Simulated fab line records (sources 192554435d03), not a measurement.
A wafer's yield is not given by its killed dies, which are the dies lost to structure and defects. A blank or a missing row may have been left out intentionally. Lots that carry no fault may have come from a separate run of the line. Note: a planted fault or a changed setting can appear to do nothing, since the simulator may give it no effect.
fab line records    flow n5_finfet
record: lots: 4  wafers: 12  last_day: 16
route steps=1938 shown BEOL_M5@1151
lots that met no fault: taken from a fault-free run of the same line
start_h: start of the lot's first displayed wafer, in hours after the record's first day    wait_h: hours elapsed since this lot's preceding step    " repeats the value in the row above    L1.1+2: a single row standing in for several wafers    - no value, or no start given    * or withheld: withheld    < > ~ a bound
route shown NAME@n: names a module that has steps shown in the file, with the first one's number in the route    usual: mean/standard deviation of fault-free wafers    same: alike in all rows    chamber/n: place in a boat    sites: per-site readings    _std_site: standard deviation of those values    _edge_site: outer sites' mean less inner sites'    radius_mm: how far each site lies from the wafer's centre    mask NAME#n: copy n    behind: tool/chamber where the wafer was last shaped    hold: cause of the lot's hold/its duration in hours/its outcome    device: the transistor (n, p or np) that didn't switch    end of line: tests run on the same wafers once the route is complete    step lacking rows: just its recipe    killed: not the wafer's yield, but the dies lost to structure and defects at the first sort    map: a wafer's dies, x killed, . not, _ none there
set.NAME: the setting the step ran with; set.NAME@STEP: the setting that earlier step ran with    model.NAME: the simulator's own value behind a step, which no gauge read
certain route steps with their lots: each step a table, each wafer a row
services: a tool's chamber out of use, with start hour (start_h, from the record's first day; less than 0 if before it), hours out, and reason
== steps ==
step: N5_BEOL_M5_DESCUM_33
recipe: chemistry: O2  time_s: 7  source_power_w: 50  bias_power_w: 20  pressure_mtorr: 20  rf_frequency_hz: 2.712e+07  temp_c: 40  resist: CAR-EUV  o2_flow_sccm: 225
step: N5_BEOL_M5_ETCH_75
recipe: chemistry: N2/H2  target: underlayer  target_depth_a: 65  mask_material: CAR-EUV  time_s: 5.2  ion_energy_ev: 200  pressure_mtorr: 30  source_w: 840  bias_w: 150  n2_flow_sccm: 200  h2_flow_sccm: 200  ends: cleared
step: N5_BEOL_M5_ETCH_67
recipe: chemistry: CF4  target: SiARC  target_depth_a: 156  mask_material: CAR-EUV  time_s: 26  ion_energy_ev: 80  pressure_mtorr: 40  source_w: 545  bias_w: 36  Ar_flow_sccm: 100  cf4_flow_sccm: 100  ends: cleared
step: N5_BEOL_M5_ETCH_68
recipe: chemistry: N2/H2  target: SOC  target_depth_a: 800  overetch_a: 160  mask_material: SiARC  temp_c: 40  time_s: 120  ion_energy_ev: 200  pressure_mtorr: 30  source_w: 840  bias_w: 150  n2_flow_sccm: 200  h2_flow_sccm: 200
step: N5_BEOL_M5_STRIP_69
recipe: chemistry: N2/H2  temp_c: 40  n2_flow_sccm: 200  h2_flow_sccm: 200  rf_frequency_hz: 6e+07
step: N5_BEOL_M5_STRIP_76
recipe: chemistry: N2/H2  temp_c: 40  n2_flow_sccm: 200  h2_flow_sccm: 200  rf_frequency_hz: 6e+07
step: N5_BEOL_M5_VIA_ETCH_34
recipe: chemistry: C4F6/O2  target: SiCOH_lowk  target_depth_a: 883  mask_material: SOC  taper_deg: 4  time_s: 39.2  ion_energy_ev: 250  pressure_mtorr: 30  source_w: 345  bias_w: 185  Ar_flow_sccm: 300  C4F6_flow_sccm: 10  O2_flow_sccm: 10
step: N5_BEOL_M5_STRIP_85
recipe: chemistry: C4F6/O2  resist: SiARC  rf_frequency_hz: 6e+07
step: N5_BEOL_M5_STRIP_36
recipe: chemistry: N2/H2  power_w: 450  temp_c: 40  pressure_mtorr: 20  rf_frequency_hz: 6e+07  overash_fraction: 0.3  bias_power_w: 7  h2_frac: 0.5  n2_flow_sccm: 200  h2_flow_sccm: 200
step: N5_BEOL_M5_TRENCH_ETCH_37
recipe: chemistry: C4F6/O2  target_depth_a: 716.52  target: SiCOH_lowk  time_s: 24.7  ion_energy_ev: 250  pressure_mtorr: 30  source_w: 345  bias_w: 185  Ar_flow_sccm: 300  C4F6_flow_sccm: 10  O2_flow_sccm: 10
usual: drypump_motor_current_A: 6.0/0.37  oes_f_703_au: 0.78/0.076  oes_o_777_au: 0.78/0.075  oes_product_au: 0.78/0.095  rf_fwd_power_W: 339.7/2.2  rf_vpp_V: 668/22  showerhead_plenum_p_Torr: 2.83/0.08  throttle_valve_pct: 20.87/0.23
lot.wafer  tool         chamber  start_h  wait_h  drypump_motor_current_A  oes_f_703_au  oes_o_777_au  oes_product_au  rf_fwd_power_W  rf_hours_counter_h  rf_vpp_V  showerhead_plenum_p_Torr  throttle_valve_pct  model.BEOL_M5.feature_depth_nm  model.etch.depth_nm
L991.1     rie_diel-03  2        167.78   -       6.6                      0.73          0.74          0.73            334.6           214                 681       2.78                      20.71               72                              72.03
L991.2     "            1        "        "       5.9                      0.88          0.88          0.98            339.1           3                   689       2.79                      20.68               71.2                            71.22
L991.5     "            1        "        "       5.9                      0.89          0.89          0.97            338.4           -                   688       2.79                      20.68               70.2                            70.12
L102.3     rie_diel-03  2        262.63   -       6.6                      0.52          0.54          0.66            252.3           243                 784       2.77                      20.74               65                              65.06
L102.4     "            1        "        "       5.9                      0.59          0.61          0.84            256.4           32                  794       2.78                      20.70               63.6                            63.62
L102.5     "            3        "        "       6.5                      0.52          0.57          0.64            260.7           -                   711       2.90                      20.80               63.2                            63.27
L105.4     rie_diel-01  1        273.45   -       6.1                      0.85          0.85          0.86            340.1           53                  666       2.78                      20.99               70.4                            70.42
L105.5     "            2        "        "       6.0                      0.73          0.71          0.71            340.7           -                   680       2.93                      21.12               71.4                            71.41
L105.6     "            1        "        "       6.0                      0.85          0.85          0.86            339.8           -                   666       2.78                      20.99               70                              70.09
L104.1     rie_diel-03  3        280.43   -       6.4                      0.53          0.56          0.65            259.6           228                 711       2.89                      20.82               64.6                            64.53
L104.4     "            2        "        "       6.6                      0.51          0.54          0.66            254.6           249                 782       2.77                      20.74               66.4                            66.47
L104.5     "            2        "        "       6.6                      0.52          0.54          0.66            253.1           -                   784       2.77                      20.74               66.2                            66.2
step: N5_BEOL_M5_ETCH_41
recipe: chemistry: CH3F/O2  target: SiCN  target_depth_a: 315  taper_deg: 2  time_s: 56.7  ion_energy_ev: 120  mask_material: TiN  pressure_mtorr: 30  source_w: 395  bias_w: 75  Ar_flow_sccm: 150  CH3F_flow_sccm: 30  O2_flow_sccm: 20
step: N5_BEOL_M5_STRIP_91
recipe: chemistry: N2/H2  time_s: 10  power_w: 450  temp_c: 40  pressure_mtorr: 20  rf_frequency_hz: 6e+07  bias_power_w: 7  n2_flow_sccm: 200  h2_flow_sccm: 200
step: N5_BEOL_M5_OCD_MEAS_38
usual: trench_depth_nm: 71.2/1.8
lot.wafer  tool    chamber  start_h  wait_h  trench_depth_nm
L991.1     ocd-02  -        167.93   -       72.2
L991.2     "       -        "        "       70.9
L991.5     "       -        "        "       70.1
L102.3     ocd-02  -        262.79   -       65.1
L102.4     "       -        "        "       63.2
L102.5     "       -        "        "       63.2
L105.4     ocd-01  -        273.61   -       71.3
L105.5     "       -        "        "       71.1
L105.6     "       -        "        "       70.0
L104.1     ocd-02  -        280.58   -       64.9
L104.4     "       -        "        "       65.9
L104.5     "       -        "        "       66.2
step: N5_BEOL_M5_HM_STRIP_39
recipe: chemistry: peroxide_tin_strip  material: TiN  target_depth_a: 250  temp_c: 50  time_s: 158
step: N5_BEOL_M5_SRD_40
recipe: time_s: 30  temp_c: 23  rinse_liquid: diw  dry: ipa_marangoni
step: N5_BEOL_M5_PRECLEAN_42
recipe: chemistry: residue_remover  time_s: 60  temp_c: 40
step: N5_BEOL_M5_SRD_43
recipe: time_s: 30  temp_c: 23  rinse_liquid: diw  dry: ipa_marangoni
step: N5_BEOL_M5_CURE_80
recipe: temp_c: 370  time_s: 120  ambient: DMADMS/He  material: SiCOH_lowk
step: N5_BEOL_M5_DEGAS_44
recipe: ambient: vacuum  temp_c: 250  time_s: 60
step: N5_BEOL_M5_PRE_CLEAN_45
recipe: gas: H2/He  time_s: 30  temp_c: 250
step: N5_BEOL_M5_ALD_86
recipe: material: TaN  target_thk_a: *  temp_c: 275  ald_precursor_family: PDMAT  ald_co_reactant: NH3  pressure_torr: 3  carrier_flow_sccm: 1500  pulse_time_s: 2  purge_time_s: 3  co_reactant_purge_time_s: 2  co_reactant_pulse_time_s: 3  ald_cycles: 30  precursor_vessel_temp_c: 75  precursor_vessel_pressure_torr: 26.25  precursor_vessel_carrier_sccm: 1000
step: N5_BEOL_M5_SURFACE_TREAT_87
recipe: gas: Ar  time_s: *  ion_energy_ev: *  ion_current_ma_cm2: 0.5  pressure_mtorr: *  ar_flow_sccm: 30
step: N5_BEOL_M5_CVD_47
recipe: material: Co  target_thk_a: 30  temp_c: withheld  precursor: CCTBA/H2  pressure_torr: 30  time_s: 216
step: N5_BEOL_M5_SPUTTER_48
recipe: material: Cu  target_thk_a: 150  temp_c: -20  chamber_pressure_pa: 0.07  power_w: withheld  time_s: 27.62
step: N5_BEOL_M5_ANNEAL_49
recipe: temp_c: 400  time_s: 1800  ambient: vacuum
step: N5_BEOL_M5_SPUTTER_81
recipe: material: Cu  target_thk_a: 150  temp_c: -20  chamber_pressure_pa: 0.07  power_w: withheld  time_s: 27.62
step: N5_BEOL_M5_ANNEAL_82
recipe: temp_c: 400  time_s: 1800  ambient: vacuum
step: N5_BEOL_M5_SPUTTER_83
recipe: material: Cu  target_thk_a: 150  temp_c: -20  chamber_pressure_pa: 0.07  power_w: withheld  time_s: 27.62
step: N5_BEOL_M5_ANNEAL_84
recipe: temp_c: 400  time_s: 1800  ambient: vacuum
step: N5_BEOL_M5_SPUTTER_88
recipe: material: Cu  target_thk_a: 150  temp_c: -20  chamber_pressure_pa: 0.07  power_w: withheld  time_s: 27.62
step: N5_BEOL_M5_ANNEAL_89
recipe: temp_c: 400  time_s: 1800  ambient: vacuum
step: N5_BEOL_M5_SPUTTER_90
recipe: material: Cu  target_thk_a: 45  temp_c: -20  chamber_pressure_pa: 0.07  power_w: withheld  time_s: 8.29
step: N5_BEOL_M5_ECD_50
recipe: material: Cu  target_thk_a: 3000
step: N5_BEOL_M5_ANNEAL_51
recipe: temp_c: 225  time_s: 90  ambient: N2
step: N5_BEOL_M5_CMP_52
recipe: stop_on: SiCOH_lowk  t_overpolish_s: 6.9  down_force_psi: 1  platen_rpm: 50  clearing_platen_down_force_psi: 1.5  clearing_platen_rpm: 50  post_cmp_clean: cu_alkaline  target_thk_nm: 62  clearing_platen_pad_velocity_m_s: 0.99484  pad_velocity_m_s: 0.99484
usual: barrier_field_endpoint_s: 24.7/0.82  motor_current_A: 5.9/0.61  overpolish_run_s: 6.900/0.009  pad_life_wafers: 1225/650  time_to_endpoint_s: 63/3.8
lot.wafer  tool    chamber  start_h  wait_h  barrier_field_endpoint_s  motor_current_A  overpolish_run_s  pad_life_wafers  time_to_endpoint_s  model.Cu_of_BEOL_M5_ECD_50.thk_nm
L991.2     cmp-01  0        174.21   0.2     23.4                      5.7              6.902             1422             57                  59.2
L991.1     "       2        "        "       25.0                      5.9              6.913             1424             65                  64.2
L991.5     "       1        "        "       23.6                      7.2              6.882             -                54                  58.8
L102.4     cmp-04  0        269.40   0.1     25.7                      5.9              6.892             960              68                  55
L102.3     "       3        "        "       25.9                      5.9              6.906             963              65                  56.8
L102.5     "       0        "        "       25.3                      6.3              6.900             -                66                  55.2
L105.4     cmp-04  3        280.15   0.2     25.0                      5.5              6.907             1064             65                  61.4
L105.5     "       1        "        "       24.9                      5.0              6.912             -                62                  62
L105.6     "       2        "        "       24.0                      5.5              6.909             -                61                  59.8
L104.1     cmp-04  3        287.19   0.3     25.0                      5.9              6.906             1117             62                  55
L104.4     "       0        "        "       26.2                      6.0              6.893             1118             68                  58.4
L104.5     "       3        "        "       25.2                      5.8              6.908             -                64                  56.4
step: N5_BEOL_M5_PRE_CLEAN_77
recipe: gas: NH3/H2  time_s: 15  temp_c: *  rf_power_w: 300
step: N5_BEOL_M5_CO_CAP_78
recipe: material: Co  target_thk_a: 20  temp_c: 200  precursor: CCTBA/H2  pressure_torr: 30  time_s: 102.1
step: N5_BEOL_M5_RS_MEAS_57
recipe: thk_meas_gauge: four-point-probe  reads: Co_of_BEOL_M5_CO_CAP_78+Cu_of_BEOL_M5_ECD_50+Co_of_BEOL_M5_CVD_47+TaN_of_BEOL_M5_ALD_86
usual: M5_RS: 0.391/0.017
lot.wafer  tool           chamber  start_h  wait_h  M5_RS[ohm/sq]
L991.1     film_metro-01  -        174.77   0.0     0.372
L991.2     "              -        "        "       0.411
L991.5     "              -        "        "       0.414
L102.3     film_metro-02  -        269.96   0.1     0.430
L102.4     "              -        "        "       0.448
L102.5     "              -        "        "       0.446
L105.4     film_metro-02  -        280.63   0.0     0.390
L105.5     "              -        "        "       0.386
L105.6     "              -        "        "       0.403
L104.1     film_metro-01  -        287.70   0.0     0.449
L104.4     "              -        "        "       0.417
L104.5     "              -        "        "       0.436
== services ==
tool         chamber  start_h  hours  kind
cmp-04       -        144.74   -      consumable_replace:conditioner
cmp-04       -        144.74   -      consumable_replace:pad
cmp-01       -        147.27   0.3    repair
cmp-01       -        151.92   1.6    repair
cmp-04       -        171.47   3.7    pm
rie_diel-01  -        185.38   2.8    pm
rie_diel-01  1        203.57   9.8    repair
rie_diel-01  3        254.41   9.7    repair
rie_diel-03  3        274.13   5.8    repair
rie_diel-01  3        275.10   4.1    repair
cmp-01       -        278.70   4.0    pm
cmp-01       -        282.70   -      consumable_replace:conditioner
cmp-01       -        282.70   -      consumable_replace:pad
rie_diel-03  2        283.09   -      clean
rie_diel-03  2        283.09   -      consumable_replace:focus_ring
rie_diel-03  2        283.09   32.6   scheduled_down
rie_diel-03  2        283.09   32.6   vent_cycle
cmp-01       -        284.29   0.9    repair
== key ==
first_sign: step: N5_BEOL_M5_TRENCH_ETCH_37  reading: rf_fwd_power_W  direction: down  sigmas: 38  usual: *  struck: *
effect: step: N5_BEOL_M5_TRENCH_ETCH_37  reading: rf_vpp_V  direction: up  sigmas: 4.2  usual: 668  struck: 761
effect: step: N5_BEOL_M5_OCD_MEAS_38  reading: trench_depth_nm  direction: down  sigmas: 3.6  usual: 71.2  struck: 64.7
effect: step: N5_BEOL_M5_RS_MEAS_57  reading: M5_RS  direction: up  sigmas: 2.8  usual: 0.391  struck: 0.438
model_effect: step: N5_BEOL_M5_TRENCH_ETCH_37  value: BEOL_M5.feature_depth_nm  without: 72.13  struck: 64.83
model_effect: step: N5_BEOL_M5_CMP_52  value: Cu_of_BEOL_M5_ECD_50.thk_nm  without: 63.37  struck: 56.13
met_at N5_BEOL_M5_TRENCH_ETCH_37
struck_wafers L102.3,L102.4,L102.5,L104.1,L104.4,L104.5
onset_between 167.78 262.63
fault: kind: process_parameter_drift  tool: rie_diel-03  chamber: -  onset_h: 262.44  steps: N5_BEOL_M5_TRENCH_ETCH_37  channel: source_w  offset: -82.8  shape: step  end_h: 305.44  acts_in: these_recipes_only  stated: 345
